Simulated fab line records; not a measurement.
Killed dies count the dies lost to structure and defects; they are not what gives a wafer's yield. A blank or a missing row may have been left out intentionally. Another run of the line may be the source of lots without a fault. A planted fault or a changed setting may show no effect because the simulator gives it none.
Which tool was responsible?	flow n5 finfet	72 wafers from 24 lots sampled at 6 of the route's 1938 steps

WHAT EACH GAUGE READ, for each wafer
The record holds no reading of a measuring or inspecting step that can be judged against a usual standard deviation.

EACH LOT AND THE TOOL THAT RAN IT (in order: tool; ch and the chambers of the sampled wafers; start)
lot	N5_BEOL_M0_SPUTTER_141	N5_BEOL_M1_VIA_ETCH_34	N5_BEOL_M1_STRIP_97	N5_BEOL_M1_SPUTTER_79	N5_BEOL_M1_ANNEAL_91	N5_BEOL_M1_SPUTTER_92
L074	pvd sputter-03, day 6 12:16	rie diel-03 ch 0,3, day 6 19:23	rie diel-03 ch 0,3, day 6 22:14 or earlier	pvd sputter-01, day 6 22:14	pvd sputter-01, day 6 23:11	pvd sputter-01, day 6 23:20
L076	pvd sputter-01, day 6 14:25	rie diel-02 ch 0,2,3, day 7 01:21	rie diel-02 ch 0,2,3, day 7 03:05 or earlier	pvd sputter-02, day 7 03:05	pvd sputter-02, day 7 04:03	pvd sputter-02, day 7 04:11
L077	pvd sputter-02, day 7 05:09	rie diel-02 ch 0,3, day 7 21:14	rie diel-02 ch 0,3, day 7 23:05 or earlier	pvd sputter-01, day 7 23:05	pvd sputter-01, day 8 00:03	pvd sputter-01, day 8 00:11
L075	pvd sputter-03, day 7 08:54	rie diel-06 ch 1,2, day 7 21:22	rie diel-06 ch 1,2, day 8 00:49 or earlier	pvd sputter-02, day 8 00:49	pvd sputter-02, day 8 01:46	pvd sputter-02, day 8 01:55
L078	pvd sputter-03, day 7 10:06	rie diel-03 ch 1,2, day 7 21:16	rie diel-03 ch 1,2, day 7 23:07 or earlier	pvd sputter-03, day 7 23:07	pvd sputter-03, day 8 00:04	pvd sputter-03, day 8 00:13
L079	pvd sputter-02, day 7 12:28	rie diel-03 ch 0,1,3, day 8 00:40	rie diel-03 ch 0,1,3, day 8 02:39 or earlier	pvd sputter-02, day 8 02:39	pvd sputter-02, day 8 03:37	pvd sputter-02, day 8 03:45
L080	pvd sputter-01, day 7 16:54	rie diel-02 ch 1,2, day 8 02:05	rie diel-02 ch 1,2, day 8 04:29 or earlier	pvd sputter-02, day 8 04:29	pvd sputter-02, day 8 06:52	pvd sputter-02, day 8 07:00
L081	pvd sputter-02, day 7 22:31	rie diel-02 ch 2,3, day 8 11:04	rie diel-02 ch 2,3, day 8 12:36 or earlier	pvd sputter-01, day 8 12:36	pvd sputter-01, day 8 13:34	pvd sputter-01, day 8 13:42
L082	pvd sputter-03, day 8 02:50	rie diel-03 ch 1,3, day 8 11:04	rie diel-03 ch 1,3, day 8 12:47 or earlier	pvd sputter-03, day 8 12:47	pvd sputter-03, day 8 13:45	pvd sputter-03, day 8 13:53
L083	pvd sputter-03, day 8 07:23	rie diel-03 ch 2,3, day 8 14:19	rie diel-03 ch 2,3, day 8 15:59 or earlier	pvd sputter-03, day 8 15:59	pvd sputter-03, day 8 16:57	pvd sputter-03, day 8 17:05
L084	pvd sputter-03, day 8 19:02	rie diel-03 ch 1,3, day 9 05:47	rie diel-03 ch 1,3, day 9 09:16 or earlier	pvd sputter-01, day 9 09:16	pvd sputter-01, day 9 10:13	pvd sputter-01, day 9 10:22
L085	pvd sputter-02, day 9 00:21	rie diel-02 ch 1,3, day 9 05:44	rie diel-02 ch 1,3, day 9 07:25 or earlier	pvd sputter-01, day 9 07:25	pvd sputter-01, day 9 08:23	pvd sputter-01, day 9 08:31
L086	pvd sputter-03, day 9 02:10	rie diel-02 ch 0,1,2, day 9 14:26	rie diel-02 ch 0,1,2, day 9 16:28 or earlier	pvd sputter-01, day 9 16:28	pvd sputter-01, day 9 17:25	pvd sputter-01, day 9 17:34
L087	pvd sputter-02, day 9 06:10	rie diel-06 ch 0,3, day 9 19:18	rie diel-06 ch 0,3, day 9 22:52 or earlier	pvd sputter-02, day 9 22:52	pvd sputter-02, day 9 23:49	pvd sputter-02, day 9 23:58
L088	pvd sputter-02, day 9 11:40	rie diel-02 ch 0,1,3, day 10 06:38	rie diel-02 ch 0,2, day 10 08:24 or earlier	pvd sputter-01, day 10 08:24	pvd sputter-01, day 10 09:22	pvd sputter-01, day 10 09:30
L089	pvd sputter-02, day 10 01:34	rie diel-06 ch 0,1,2, day 10 07:05	rie diel-06 ch 0,1,2, day 10 08:52 or earlier	pvd sputter-03, day 10 08:52	pvd sputter-03, day 10 09:49	pvd sputter-03, day 10 09:58
L090	pvd sputter-03, day 10 06:19	rie diel-06 ch 0,1,3, day 10 11:34	rie diel-06 ch 0,1,3, day 10 14:37 or earlier	pvd sputter-03, day 10 14:37	pvd sputter-03, day 10 15:34	pvd sputter-03, day 10 15:43
L091	pvd sputter-02, day 10 11:17	rie diel-02 ch 0,2, day 10 15:48	rie diel-02 ch 0,2, day 10 18:07 or earlier	pvd sputter-01, day 10 18:07	pvd sputter-01, day 10 19:05	pvd sputter-01, day 10 19:13
L092	pvd sputter-02, day 10 14:53	rie diel-06 ch 1,2,3, day 10 20:25	rie diel-06 ch 1,2,3, day 10 22:31 or earlier	pvd sputter-03, day 10 22:31	pvd sputter-03, day 10 23:29	pvd sputter-03, day 10 23:37
L093	pvd sputter-02, day 10 19:13	rie diel-02 ch 0,2,3, day 10 23:31	rie diel-02 ch 0,2,3, day 11 01:16 or earlier	pvd sputter-01, day 11 01:16	pvd sputter-01, day 11 02:13	pvd sputter-01, day 11 02:22
L094	pvd sputter-02, day 11 01:31	rie diel-03 ch 0,1,3, day 11 12:35	rie diel-03 ch 0,1,3, day 11 14:31 or earlier	pvd sputter-01, day 11 14:31	pvd sputter-01, day 11 15:29	pvd sputter-01, day 11 15:37
L095	pvd sputter-03, day 11 06:49	rie diel-02 ch 2,3, day 11 18:41	rie diel-02 ch 2,3, day 11 20:22 or earlier	pvd sputter-01, day 11 20:22	pvd sputter-01, day 11 21:20	pvd sputter-01, day 11 21:28
L096	pvd sputter-03, day 11 16:35	rie diel-06 ch 0,3, day 12 01:08	rie diel-06 ch 0,3, day 12 04:05 or earlier	pvd sputter-02, day 12 04:05	pvd sputter-02, day 12 05:03	pvd sputter-02, day 12 05:11
L097	pvd sputter-02, day 12 00:01	rie diel-02 ch 0,3, day 12 04:40	rie diel-02 ch 0,3, day 12 06:37 or earlier	pvd sputter-03, day 12 06:37	pvd sputter-03, day 12 07:34	pvd sputter-03, day 12 07:43
- N5_BEOL_M0_SPUTTER_141: material Cu, target thk 4 nm, time 7.37 s.
- N5_BEOL_M1_VIA_ETCH_34: etches the open film in C4F6/O2, target depth 67.8 nm, time 64.4 s.
- N5_BEOL_M1_STRIP_97: strips in N2/H2, time 10 s.
- N5_BEOL_M1_SPUTTER_79: material Cu, target thk 4.5 nm, time 8.29 s.
- N5_BEOL_M1_ANNEAL_91: time 240 s.
- N5_BEOL_M1_SPUTTER_92: material Cu, target thk 4.5 nm, time 8.29 s.

WHAT THE TOOLS THEMSELVES READ (means of the sampled wafers that have a number; where no wafer has one, the mark that the record gives instead)
N5_BEOL_M0_SPUTTER_141. Usual: susceptor temp C -20.01 C, standard deviation 0.11; throttle valve pct 30.0 %, standard deviation 1.1.
lot	tool	susceptor temp C (C)	throttle valve pct (%)	flag
L074	pvd sputter-03	-20.09	30.2	
L076	pvd sputter-01	-19.95	31.2	
L077	pvd sputter-02	-19.92	30.0	
L075	pvd sputter-03	-19.97	30.8	
L078	pvd sputter-03	-20.02	29.9	
L079	pvd sputter-02	-19.99	29.9	
L080	pvd sputter-01	-19.94	31.6	
L081	pvd sputter-02	-19.99	30.0	
L082	pvd sputter-03	-20.10	29.7	
L083	pvd sputter-03	-20.02	29.5	
L084	pvd sputter-03	-20.07	28.9	
L085	pvd sputter-02	-19.97	29.9	
L086	pvd sputter-03	-20.06	30.8	
L087	pvd sputter-02	-20.05	30.0	
L088	pvd sputter-02	-20.10	30.7	
L089	pvd sputter-02	-20.04	30.3	
L090	pvd sputter-03	-20.02	29.7	
L091	pvd sputter-02	-20.02	29.5	
L092	pvd sputter-02	-19.97	30.4	
L093	pvd sputter-02	-20.07	30.1	
L094	pvd sputter-02	-19.98	30.0	
L095	pvd sputter-03	-19.94	29.4	
L096	pvd sputter-03	-20.01	29.8	
L097	pvd sputter-02	-20.02	29.9	

N5_BEOL_M1_VIA_ETCH_34. Usual: drypump motor current A 5.7 A, standard deviation 0.41; oes_ar_750_au 0.79 a.u., standard deviation 0.082; oes product au 0.78 a.u., standard deviation 0.085; rf vpp V 667 V, standard deviation 18; showerhead plenum p Torr 2.85 Torr, standard deviation 0.11; throttle valve pct 30.9 %, standard deviation 0.44.
lot	tool	drypump motor current A (A)	oes_ar_750_au (a.u.)	oes product au (a.u.)	rf vpp V (V)	showerhead plenum p Torr (Torr)	throttle valve pct (%)	flag
L074	rie diel-03	6.1	0.76	0.74	654	2.87	30.9	
L076	rie diel-02	5.7	0.82	0.82	671	2.85	30.8	
L077	rie diel-02	5.7	0.87	0.85	660	2.88	30.9	
L075	rie diel-06	5.7	0.76	0.74	662	2.91	30.9	
L078	rie diel-03	6.0	0.73	0.74	668	2.78	30.4	
L079	rie diel-03	5.8	0.73	0.72	656	2.87	30.8	
L080	rie diel-02	5.2	0.76	0.75	665	2.84	31.4	
L081	rie diel-02	5.6	0.81	0.82	674	2.92	30.5	
L082	rie diel-03	6.3	0.76	0.75	672	2.90	30.7	
L083	rie diel-03	6.3	0.75	0.74	670	2.83	30.6	
L084	rie diel-03	6.3	0.75	0.74	673	2.90	30.8	
L085	rie diel-02	5.0	0.81	0.80	658	2.93	31.2	
L086	rie diel-02	5.5	0.77	0.75	668	2.80	31.2	
L087	rie diel-06	5.5	0.96	0.97	690	2.96	31.0	
L088	rie diel-02	5.3	0.82	0.80	659	2.89	31.0	
L089	rie diel-06	5.7	0.81	0.81	669	2.85	30.9	
L090	rie diel-06	5.6	0.88	0.88	680	2.87	31.1	
L091	rie diel-02	5.8	0.73	0.73	677	2.75	31.0	
L092	rie diel-06	5.6	0.81	0.81	672	2.92	31.1	
L093	rie diel-02	5.7	0.78	0.78	671	2.84	30.8	
L094	rie diel-03	5.9	0.80	0.78	655	2.86	30.7	
L095	rie diel-02	5.7	0.73	0.73	680	2.81	30.7	
L096	rie diel-06	5.6	0.90	0.93	687	2.88	30.7	
L097	rie diel-02	5.5	0.82	0.81	663	2.93	30.7	

N5_BEOL_M1_STRIP_97. Usual: drypump motor current A 5.7 A, standard deviation 0.41; oes product au 0.78 a.u., standard deviation 0.085; rf vpp V 59.1 V, standard deviation 0.92; showerhead plenum p Torr 2.53 Torr, standard deviation 0.1; throttle valve pct 23.5 %, standard deviation 0.33.
lot	tool	drypump motor current A (A)	oes product au (a.u.)	rf vpp V (V)	showerhead plenum p Torr (Torr)	throttle valve pct (%)	flag
L074	rie diel-03	6.1	0.74	58.7	2.53	23.4	
L076	rie diel-02	5.7	0.82	59.2	2.53	23.5	
L077	rie diel-02	5.7	0.85	58.4	2.53	23.4	
L075	rie diel-06	5.7	0.74	59.3	2.57	23.3	
L078	rie diel-03	6.0	0.72	58.9	2.49	23.5	
L079	rie diel-03	5.9	0.71	58.8	2.55	23.5	
L080	rie diel-02	5.1	0.75	59.0	2.50	23.9	
L081	rie diel-02	5.6	0.81	58.8	2.61	23.5	
L082	rie diel-03	6.3	0.74	59.8	2.57	23.3	
L083	rie diel-03	6.3	0.74	59.5	2.50	23.3	
L084	rie diel-03	6.3	0.73	59.0	2.56	23.3	
L085	rie diel-02	5.0	0.79	59.5	2.58	23.8	
L086	rie diel-02	5.5	0.76	58.5	2.47	23.7	
L087	rie diel-06	5.5	0.96	59.3	2.64	23.7	
L088	rie diel-02	5.8	0.78	58.4	2.44	23.5	
L089	rie diel-06	5.7	0.81	58.6	2.51	23.3	
L090	rie diel-06	5.6	0.89	58.7	2.54	23.6	
L091	rie diel-02	5.8	0.73	58.7	2.43	23.7	
L092	rie diel-06	5.6	0.80	58.6	2.59	23.7	
L093	rie diel-02	5.7	0.78	58.8	2.52	23.5	
L094	rie diel-03	5.9	0.79	59.1	2.54	23.4	
L095	rie diel-02	5.7	0.73	59.4	2.51	23.7	
L096	rie diel-06	5.6	0.92	59.1	2.55	23.4	
L097	rie diel-02	5.5	0.80	59.6	2.60	23.4	

N5_BEOL_M1_SPUTTER_79. Usual: susceptor temp C -20.00 C, standard deviation 0.1; throttle valve pct 30.2 %, standard deviation 1.3.
lot	tool	susceptor temp C (C)	throttle valve pct (%)	flag
L074	pvd sputter-01	-20.05	31.8	
L076	pvd sputter-02	-20.05	29.4	
L077	pvd sputter-01	-19.85	30.1	
L075	pvd sputter-02	-20.08	29.5	
L078	pvd sputter-03	-20.11	28.5	
L079	pvd sputter-02	-19.94	30.1	
L080	pvd sputter-02	-19.92	30.4	
L081	pvd sputter-01	-20.05	29.2	
L082	pvd sputter-03	-19.94	30.8	
L083	pvd sputter-03	-20.14	29.7	
L084	pvd sputter-01	-20.04	29.9	
L085	pvd sputter-01	-19.93	31.6	
L086	pvd sputter-01	-20.08	30.8	
L087	pvd sputter-02	-20.07	30.5	
L088	pvd sputter-01	-20.05	30.7	
L089	pvd sputter-03	-19.97	30.1	
L090	pvd sputter-03	-19.88	30.4	
L091	pvd sputter-01	-20.01	30.1	
L092	pvd sputter-03	-20.03	28.7	
L093	pvd sputter-01	-19.93	30.3	
L094	pvd sputter-01	-20.06	30.2	
L095	pvd sputter-01	-20.03	30.7	
L096	pvd sputter-02	-19.95	29.9	
L097	pvd sputter-03	-20.07	29.8	

N5_BEOL_M1_ANNEAL_91. Usual: heater power w 814 W, standard deviation 110; susceptor temp C 400.03 C, standard deviation 0.24.
lot	tool	heater power w (W)	susceptor temp C (C)	flag
L074	pvd sputter-01	932	400.15	
L076	pvd sputter-02	729	400.15	
L077	pvd sputter-01	737	399.93	
L075	pvd sputter-02	789	400.00	
L078	pvd sputter-03	763	400.18	
L079	pvd sputter-02	830	400.12	
L080	pvd sputter-02	861	400.07	
L081	pvd sputter-01	749	399.93	
L082	pvd sputter-03	834	400.04	
L083	pvd sputter-03	806	399.93	
L084	pvd sputter-01	859	400.11	
L085	pvd sputter-01	830	400.04	
L086	pvd sputter-01	852	400.23	
L087	pvd sputter-02	775	399.75	
L088	pvd sputter-01	758	400.02	
L089	pvd sputter-03	859	399.88	
L090	pvd sputter-03	883	399.86	
L091	pvd sputter-01	739	400.07	
L092	pvd sputter-03	769	399.93	
L093	pvd sputter-01	837	400.16	
L094	pvd sputter-01	740	400.16	
L095	pvd sputter-01	852	400.22	
L096	pvd sputter-02	821	400.01	
L097	pvd sputter-03	804	399.90	

N5_BEOL_M1_SPUTTER_92. Usual: susceptor temp C -19.98 C, standard deviation 0.1; throttle valve pct 30.2 %, standard deviation 1.3.
lot	tool	susceptor temp C (C)	throttle valve pct (%)	flag
L074	pvd sputter-01	-20.00	31.8	
L076	pvd sputter-02	-19.98	29.5	
L077	pvd sputter-01	-20.07	30.2	
L075	pvd sputter-02	-19.97	29.5	
L078	pvd sputter-03	-20.10	28.5	
L079	pvd sputter-02	-19.91	30.1	
L080	pvd sputter-02	-19.98	30.6	
L081	pvd sputter-01	-20.03	29.1	
L082	pvd sputter-03	-20.00	30.9	
L083	pvd sputter-03	-20.01	29.7	
L084	pvd sputter-01	-19.99	29.7	
L085	pvd sputter-01	-19.95	31.6	
L086	pvd sputter-01	-20.01	30.8	
L087	pvd sputter-02	-19.90	30.4	
L088	pvd sputter-01	-19.97	30.5	
L089	pvd sputter-03	-19.99	30.1	
L090	pvd sputter-03	-19.90	30.1	
L091	pvd sputter-01	-19.95	30.2	
L092	pvd sputter-03	-19.97	28.7	
L093	pvd sputter-01	-20.01	30.3	
L094	pvd sputter-01	-19.83	30.1	
L095	pvd sputter-01	-20.01	30.6	
L096	pvd sputter-02	-20.03	30.1	
L097	pvd sputter-03	-19.85	29.9	

THE ANSWER, worked out from the rows above alone
Rule: take the mean of a lot's wafers that have a number; if it is more than 3 standard deviations from the usual mean, the lot is off. A lot without any number at a reading at which 4 lots or more have one is off too. Where the step has rows for the other lots, those lots are counted as sound. Order of review: gauges by route order, followed by the tools' own readings, for which a lot's mean as printed above is used. At the first step where some lot is off, the reading lying furthest off is the one used; lots without a number count as furthest.
No lot is off on any of the readings shown, so nothing can be concluded from this.

WHAT THE SIMULATOR HAD INSERTED
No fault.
